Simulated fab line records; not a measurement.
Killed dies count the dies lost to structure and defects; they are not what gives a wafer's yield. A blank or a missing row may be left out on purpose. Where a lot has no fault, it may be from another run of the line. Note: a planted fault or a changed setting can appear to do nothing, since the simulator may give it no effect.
Chamber matching    flow nand_harc    NHARC_A_WL_FILL_ALD_00 on ald_hk-01: 4 sister chambers
The step deposits Al2O3, target thk 3 nm, pulse time 3 s, ald cycles 30. 8 wafers are shown with their chamber, then 8 later ones without.

## WAFERS PAIRED WITH THEIR CHAMBERS
wafer   chamber  heater_power_w (W)  precursor_pulse_height_rel
L182.1  2        525                 1.013
L184.1  2        524                 1.020
L187.2  3        484                 1.003
L187.4  0        447                 0.985
L187.5  0        457                 0.947
L189.1  1        443                 0.962
L189.3  3        482                 0.986
L196.1  1        445                 1.012

## WAFERS WITHOUT THEIR CHAMBER
wafer   heater_power_w (W)  precursor_pulse_height_rel
L196.3  531                 0.985
L196.5  442                 1.018
L197.3  486                 0.943
L197.4  459                 1.003
L197.5  532                 1.021
L201.3  497                 0.993
L201.4  433                 1.008
L201.6  522                 1.010

## THE CHAMBER EACH PASSED THROUGH
wafer   from the rows above      in truth
L196.3  2                        2
L196.5  1                        1
L197.3  3                        3
L197.4  can't be placed: 0 or 1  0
L197.5  2                        2
L201.3  3                        3
L201.4  1                        1
L201.6  2                        2
Placed correctly: 7 of 8. These rows do not allow placing 1 (true chamber among the candidates in 1). Placed wrongly: 0.
How it was worked out, from the rows above alone: a wafer's distance from a chamber is the root of the sum, over the readings, of the square of ((its reading less the chamber's mean) divided by the reading's scatter). If the next closest chamber is less than 2 further off than the closest, the wafer can't be placed; otherwise it belongs to the closest. The mean given for a chamber averages the wafers shown for that chamber. The scatter: the root of (the sum of the squares of (reading less its chamber's mean) over the shown wafers, divided by (wafers less chambers)).
